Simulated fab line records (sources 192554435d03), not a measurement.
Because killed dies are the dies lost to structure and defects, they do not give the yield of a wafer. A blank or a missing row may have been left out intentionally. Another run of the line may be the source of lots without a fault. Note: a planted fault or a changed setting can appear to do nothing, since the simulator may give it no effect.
Split-lot experiment	flow n5Finfet	on a route of 1938 steps: 7 lots, 21 wafers read

SPLIT DETAILS
At N5_BEOL_M4_DESCUM_33 (chemistry O2, time 7 s), the setting timeS was moved away from the recipe's 7 s on 6 of the 21 wafers read, by -18.7% to +22.1%. This setting was run at the recipe's value on the other wafers.

SPLIT TO READING: what lies between them in the file, 1 step
- N5_BEOL_M4_ETCH_77: etches underlayer in N2/H2, target depth 6.5 nm, time 5.2 s

THE READING
CAR-EUV_of_BEOL_M4_COAT_22.thkNm (the simulator's own value, which no gauge read), in nm, at N5_BEOL_M4_ETCH_69 (etches SiARC in CF4, target depth 15.6 nm, time 26 s). No usual value for it is given in the file. Average 11.2 nm, standard deviation 0.16 nm, over the 15 wafers here run with the recipe.

wafer	tool, chamber at the split	timeS as run, s	against the recipe	CAR-EUV_of_BEOL_M4_COAT_22.thkNm, nm	against lot-mates on the recipe
L075.2	rieDiel-06, 3	8.546	+22.1%	10.2	-0.7
L075.4	rieDiel-06, 0	7	recipe	10.8	-
L075.6	rieDiel-06, 1	7	recipe	11	-
L085.2	rieDiel-06, 2	7	recipe	11.2	-
L085.5	rieDiel-06, 1	7	recipe	11.2	-
L085.3	rieDiel-06, 0	5.693	-18.7%	11.8	+0.6
L087.1	rieDiel-05, 0,2	7	recipe	11.2	-
L087.2	rieDiel-05, 0,2	7	recipe	11.2	-
L087.3	rieDiel-05, 1	6.514	-6.9%	11.6	+0.4
L092.2	rieDiel-06, 1	7	recipe	11.4	-
L092.5	rieDiel-06, 2	7	recipe	11.2	-
L092.6	rieDiel-06, 3	8.195	+17.1%	10.8	-0.5
L093.1	rieDiel-05, 3	7	recipe	11.4	-
L093.4	rieDiel-05, 0	7	recipe	11	-
L093.6	rieDiel-05, 3	8.504	+21.5%	10.4	-0.8
L097.1	rieDiel-06, 0	7.758	+10.8%	10.8	-0.3
L097.2	rieDiel-06, 3	7	recipe	11.2	-
L097.4	rieDiel-06, 0	7	recipe	11	-
L094.2	rieDiel-05, 0,2,2	7	recipe	11.2	-
L094.4	rieDiel-05, 0,2,2	7	recipe	11.2	-
L094.6	rieDiel-05, 0,2,2	7	recipe	11.4	-
When a row names more than one chamber, that row covers several wafers, and the file does not tell which wafer ran in which chamber.

FIT RESULTS
A straight line over all 21 wafers: CAR-EUV_of_BEOL_M4_COAT_22.thkNm changes by -0.0363 nm for each +1% of timeS; r = -0.90; the points scatter about the line by 0.16 nm.
The same after taking each lot's own level away (the mean of its wafers on the recipe; 21 wafers): -0.0336 nm for each +1%; r = -0.95; scatter 0.11 nm.
That fit puts the effect of the largest move of timeS on the reading at 0.74 nm.
The span of the lots' own levels, 10.90 to 11.30 nm, comes to 2.5 times the standard deviation stated above.
So the lot-to-lot level changes the slope little: the two slopes agree.
Check: with one of the wafers moved furthest among these (+22.1%) left out of the fit, the line predicts -0.742 nm for it against its lot-mates. It came out at -0.7 nm against them.

ADDITIONAL SPLITS CARRIED BY THESE WAFERS
Note: prior to the reading, these wafers also went through further splits. Each is held against what the fit with the lots' levels taken away leaves over:
other split on the same wafers	wafers away from the commonest value	r with CAR-EUV_of_BEOL_M4_COAT_22.thkNm (lot level and that fit taken away)
N5_BEOL_M3_COAT_73 spinRpm	9	+0.01
N5_BEOL_M4_COAT_67 spinRpm	5	-0.16

THE WHOLE CHAIN: every reading that the file lists as answering this split, in the file's order
step	what it does	reading	change (the file's fit)	r (the file's)
N5_BEOL_M4_DESCUM_33	chemistry O2, time 7 s	CAR-EUV_of_BEOL_M4_COAT_22.thkNm (the simulator's own value, which no gauge read)	-0.0323 nm for each +1% of the setting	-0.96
N5_BEOL_M4_ETCH_69	etches SiARC in CF4, target depth 15.6 nm, time 26 s	CAR-EUV_of_BEOL_M4_COAT_22.thkNm (the simulator's own value, which no gauge read)	-0.0333 nm for each +1% of the setting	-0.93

FILE'S OWN FIT
CAR-EUV_of_BEOL_M4_COAT_22.thkNm changes by -0.0333 nm for each +1% of timeS, r = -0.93.
